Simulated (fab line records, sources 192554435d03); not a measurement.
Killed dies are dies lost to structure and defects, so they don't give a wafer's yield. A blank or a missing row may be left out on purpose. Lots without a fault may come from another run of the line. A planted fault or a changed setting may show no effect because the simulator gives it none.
fab line records | flow n5_finfet
record lots=4 wafers=12 last_day=19
route steps=1938 shown BEOL_M8@1348
lots that met no fault: from a run of the same line without faults
start_h: hours from the record's first day to the start of the lot's first wafer shown | wait_h: hours since the lot's step before | " the same as in the row above | L1.1+2: a row that stands for several wafers | - no value, or no start given | * or withheld: withheld | < > ~ a bound
route shown NAME@n: a module of which the file shows steps, and the number in the route of the first | usual: mean/standard deviation of fault-free wafers | same: alike in all rows | chamber/n: place in a boat | sites: the reading at each site | _std_site: their standard deviation | _edge_site: outer sites' mean less inner sites' | radius_mm: how far each site lies from the wafer's centre | mask NAME#n: copy n | behind: the tool/chamber that last shaped the wafer | hold: why the lot was held/for how many hours/how that ended | device: the transistor (n, p or np) that didn't switch | end of line: the same wafers' tests at the end of the route | a step without rows: its recipe alone | killed: dies lost to structure and defects at the first sort, not the wafer's yield | map: a wafer's dies, x killed, . not, _ none there
set.NAME: the setting as run; set.NAME@STEP: as run at that earlier step | model.NAME: the simulator's own value behind a step, which no gauge read
lots at some steps of the route; a table a step, a row a wafer
services: from which hour (start_h, from the record's first day; less than 0 if before it) a tool's chamber was out of use, for how many hours, and why
## steps
# step N5_BEOL_M8_DESCUM_16
# recipe chemistry=O2 time_s=7.9 source_power_w=50 bias_power_w=20 pressure_mtorr=20 rf_frequency_hz=2.712e+07 temp_c=40 resist=CAR-ArF o2_flow_sccm=225
# step N5_BEOL_M8_ETCH_61
# recipe chemistry=CF4 target=SiARC target_depth_a=455 mask_material=CAR-ArF time_s=75.8 ion_energy_ev=80 pressure_mtorr=40 source_w=545 bias_w=36 Ar_flow_sccm=100 cf4_flow_sccm=100 ends=cleared
# step N5_BEOL_M8_ETCH_62
# recipe chemistry=N2/H2 target=SOC target_depth_a=1100 overetch_a=220 mask_material=SiARC temp_c=40 time_s=165 ion_energy_ev=200 pressure_mtorr=30 source_w=840 bias_w=150 n2_flow_sccm=200 h2_flow_sccm=200
# step N5_BEOL_M8_STRIP_68
# recipe chemistry=N2/H2 temp_c=40 n2_flow_sccm=200 h2_flow_sccm=200 rf_frequency_hz=6e+07
# step N5_BEOL_M8_STRIP_67
# recipe chemistry=CF4 resist=SiARC power_w=300 bias_power_w=75 pressure_mtorr=50 cf4_flow_sccm=150 rf_frequency_hz=6e+07
# step N5_BEOL_M8_HM_OPEN_17
# recipe chemistry=Cl2/BCl3 target_depth_a=200 overetch_a=60 target=TiN mask_material=SOC ion_energy_ev=150 pressure_mtorr=10 icp_w=1000 bias_w=126 Cl2_flow_sccm=53.25 bcl3_flow_sccm=21.75 Ar_flow_sccm=25
# step N5_BEOL_M8_STRIP_19
# recipe chemistry=O2 power_w=400 temp_c=40 pressure_mtorr=30 rf_frequency_hz=6e+07 bias_power_w=0 overash_fraction=0.2 o2_flow_sccm=225
# step N5_BEOL_M8_COAT_63
# recipe resist=SOC temp_c=250 time_s=60 spin_rpm=1500 resist_thk_nm=60
# step N5_BEOL_M8_COAT_64
# recipe resist=SiARC temp_c=220 time_s=60 spin_rpm=1500 resist_thk_nm=12
# step N5_BEOL_M8_COAT_71
# recipe resist=underlayer temp_c=205 time_s=60 spin_rpm=1500 resist_thk_nm=5
# usual chill_plate_temp_C=23.00/0.1 spin_speed_rpm=1500.0/0.96
# same time_s=60
# columns lot.wafer tool chamber start_h wait_h chill_plate_temp_C spin_speed_rpm
L935.1 litho_track-04 0 214.72 - 22.92 1500.4
L935.4 " 0 " " 22.88 1499.5
L935.6 " 0 " " 23.00 1499.5
L953.2 litho_track-04 0 331.68 - 23.06 1631.2
L953.5 " 0 " " 22.91 1630.9
L953.6 " 0 " " 23.05 1632.0
L956.1 litho_track-04 0 349.70 - 23.08 1632.0
L956.2 " 0 " " 22.97 1632.7
L956.3 " 0 " " 23.08 1631.5
L957.1 litho_track-02 0 360.45 - 23.12 1499.3
L957.2 " 0 " " 23.05 1501.5
L957.4 " 0 " " 22.98 1499.8
# step N5_BEOL_M8_COAT_22
# recipe resist=CAR-EUV spin_rpm=1500 resist_thk_nm=30
# step N5_BEOL_M8_EBR_24
# recipe solvent=PGMEA ebr_width_mm=1.5
# step N5_BEOL_M8_SOFTBAKE_23
# recipe temp_c=110 time_s=60 resist=CAR-EUV
# step N5_BEOL_M8_EXPOSE_25
# recipe mask_id=V7 na=0.33 source_shape=annular sigma_inner=0.4 sigma_outer=0.8 polarization=unpolarized target_cd_nm=40 dose_mj=42.5
# step N5_BEOL_M8_PEB_26
# recipe peb_temp_c=100 peb_time_s=60 resist=CAR-EUV
# step N5_BEOL_M8_DEVELOP_27
# recipe develop_time_s=30 developer=TMAH resist=CAR-EUV rinse_liquid=surfactant_rinse dry=air_spin dev_temp_c=23
# step N5_BEOL_M8_DESCUM_33
# recipe chemistry=O2 time_s=7 source_power_w=50 bias_power_w=20 pressure_mtorr=20 rf_frequency_hz=2.712e+07 temp_c=40 resist=CAR-EUV o2_flow_sccm=225
# step N5_BEOL_M8_ETCH_72
# recipe chemistry=N2/H2 target=underlayer target_depth_a=65 mask_material=CAR-EUV time_s=5.2 ion_energy_ev=200 pressure_mtorr=30 source_w=840 bias_w=150 n2_flow_sccm=200 h2_flow_sccm=200 ends=cleared
# usual drypump_motor_current_A=5.5/0.45 etch_rf_on_time_s=5.15/0.21 oes_product_au=0.68/0.068 rf_vpp_V=524.5/2.8 showerhead_plenum_p_Torr=2.57/0.1 throttle_valve_pct=17.92/0.19
# columns lot.wafer tool chamber start_h wait_h drypump_motor_current_A etch_rf_on_time_s oes_product_au rf_hours_counter_h rf_vpp_V showerhead_plenum_p_Torr throttle_valve_pct model.etch.depth_nm
L935.1 rie_diel-02 1 215.54 0.0 5.2 5.17 0.64 137 522.4 2.55 17.88 5.011
L935.4 " 2 " " 5.8 5.71 0.63 112 528.2 2.69 18.02 5.012
L935.6 " 2 " " 5.8 5.72 0.63 - 525.9 2.69 18.02 5.024
L953.2 rie_diel-01 2 332.35 0.0 5.6 5.01 0.63 142 523.4 2.55 17.76 4.79
L953.5 " 1 " " 5.7 5.03 0.64 - 519.6 2.41 17.54 4.786
L953.6 " 0 " " 6.2 4.88 0.61 - 521.3 2.40 17.92 4.797
L956.1 rie_diel-04 3 350.23 0.0 5.7 4.74 0.82 6 525.9 2.60 17.70 4.788
L956.2 " 0 " " 5.5 4.59 0.76 53 527.9 2.71 17.78 4.794
L956.3 " 1 " " 5.8 5.04 0.62 173 523.7 2.54 17.83 4.788
L957.1 rie_diel-04 2 361.03 0.0 4.8 5.05 0.70 88 525.0 2.60 18.23 4.985
L957.2 " 1 " " 5.8 5.34 0.63 178 523.0 2.53 17.82 4.985
L957.4 " 0 " " 5.5 4.77 0.76 57 527.5 2.71 17.81 4.99
# step N5_BEOL_M8_ETCH_65
# recipe chemistry=CF4 target=SiARC target_depth_a=156 mask_material=CAR-EUV time_s=26 ion_energy_ev=80 pressure_mtorr=40 source_w=545 bias_w=36 Ar_flow_sccm=100 cf4_flow_sccm=100 ends=cleared
## services
# columns tool chamber start_h hours kind
rie_diel-04 0 204.10 - clean
rie_diel-04 0 204.10 - consumable_replace:focus_ring
rie_diel-04 0 204.10 - consumable_replace:showerhead
rie_diel-04 0 204.10 12.5 scheduled_down
rie_diel-04 0 204.10 12.5 vent_cycle
rie_diel-01 - 205.96 2.7 repair
rie_diel-04 1 218.53 47.5 repair
rie_diel-02 2 251.79 2.0 repair
rie_diel-02 0 254.07 3.1 repair
litho_track-04 - 287.22 - consumable_replace:filter
rie_diel-04 1 304.65 10.7 repair
rie_diel-04 3 315.41 - clean
rie_diel-04 3 315.41 - consumable_replace:focus_ring
rie_diel-04 3 315.41 16.5 scheduled_down
rie_diel-04 3 315.41 16.5 vent_cycle
rie_diel-02 - 322.87 0.1 repair
rie_diel-04 - 344.56 3.4 repair
rie_diel-02 3 357.61 11.6 repair
## key
first_sign step=N5_BEOL_M8_COAT_71 reading=spin_speed_rpm direction=up sigmas=99+ usual=* struck=*
effect none on later readings
model_effect step=N5_BEOL_M8_ETCH_72 value=etch.depth_nm without=4.996 struck=4.79
met_at N5_BEOL_M8_COAT_71
struck_wafers L953.2,L953.5,L953.6,L956.1,L956.2,L956.3
onset_between 214.72 331.68
fault kind=process_parameter_drift tool=litho_track-04 chamber=- onset_h=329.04 steps=N5_BEOL_M8_COAT_71 channel=spin_rpm offset=* shape=step end_h=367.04 acts_in=* stated=*
